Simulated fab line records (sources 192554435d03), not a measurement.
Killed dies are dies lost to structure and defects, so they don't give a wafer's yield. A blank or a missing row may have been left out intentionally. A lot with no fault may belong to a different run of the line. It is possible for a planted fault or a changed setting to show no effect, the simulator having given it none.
Chamber matching :: flow n5Finfet :: N5_BEOL_M12_VIA_ETCH_16 on rieDiel-01: 4 sister chambers
The step etches SiOC in C4F8/O2/Ar, target depth 724.8 nm. 8 wafers are shown with their chamber, then 8 later ones without.

== WAFERS PAIRED WITH THEIR CHAMBERS ==
wafer: L074.5
chamber: 3
drypumpMotorCurrentA (A): 6.1
showerheadPlenumPTorr (Torr): 3.36

wafer: L075.1
chamber: 3
drypumpMotorCurrentA (A): 6.1
showerheadPlenumPTorr (Torr): 3.36

wafer: L086.4
chamber: 1
drypumpMotorCurrentA (A): 6.0
showerheadPlenumPTorr (Torr): 3.27

wafer: L086.5
chamber: 0
drypumpMotorCurrentA (A): 6.5
showerheadPlenumPTorr (Torr): 3.51

wafer: L086.6
chamber: 1
drypumpMotorCurrentA (A): 6.0
showerheadPlenumPTorr (Torr): 3.27

wafer: L091.1
chamber: 0
drypumpMotorCurrentA (A): 6.5
showerheadPlenumPTorr (Torr): 3.50

wafer: L091.4
chamber: 2
drypumpMotorCurrentA (A): 6.2
showerheadPlenumPTorr (Torr): 3.45

wafer: L094.2
chamber: 2
drypumpMotorCurrentA (A): 6.3
showerheadPlenumPTorr (Torr): 3.45

== WAFERS MISSING THEIR CHAMBER ==
wafer: L094.5
drypumpMotorCurrentA (A): 5.9
showerheadPlenumPTorr (Torr): 3.27

wafer: L094.6
drypumpMotorCurrentA (A): 6.3
showerheadPlenumPTorr (Torr): 3.45

wafer: L097.1
drypumpMotorCurrentA (A): 5.9
showerheadPlenumPTorr (Torr): 3.26

wafer: L097.2
drypumpMotorCurrentA (A): 6.5
showerheadPlenumPTorr (Torr): 3.50

wafer: L097.5
drypumpMotorCurrentA (A): 6.1
showerheadPlenumPTorr (Torr): 3.34

wafer: L096.4
drypumpMotorCurrentA (A): 6.4
showerheadPlenumPTorr (Torr): 3.49

wafer: L096.5
drypumpMotorCurrentA (A): 6.2
showerheadPlenumPTorr (Torr): 3.44

wafer: L096.6
drypumpMotorCurrentA (A): 6.1
showerheadPlenumPTorr (Torr): 3.34

== EACH ONE'S CHAMBER ==
wafer: L094.5
from the rows above: 1
in truth: 1

wafer: L094.6
from the rows above: 2
in truth: 2

wafer: L097.1
from the rows above: 1
in truth: 1

wafer: L097.2
from the rows above: 0
in truth: 0

wafer: L097.5
from the rows above: 3
in truth: 3

wafer: L096.4
from the rows above: 0
in truth: 0

wafer: L096.5
from the rows above: 2
in truth: 2

wafer: L096.6
from the rows above: 3
in truth: 3
8 of 8 placed correctly. Not placeable from these rows: 0. Number placed wrongly: 0.
How it was worked out, from the rows above alone: a wafer's distance from a chamber is the root of the sum, over the readings, of the square of ((its reading less the chamber's mean) divided by the reading's scatter). If the next closest chamber is less than 2 further off than the closest, the wafer can't be placed; otherwise it belongs to the closest. A chamber's mean is the mean of its shown wafers. The scatter is the square root of a quotient: the sum, over the shown wafers, of each reading's squared deviation from its chamber's mean, divided by wafers minus chambers.
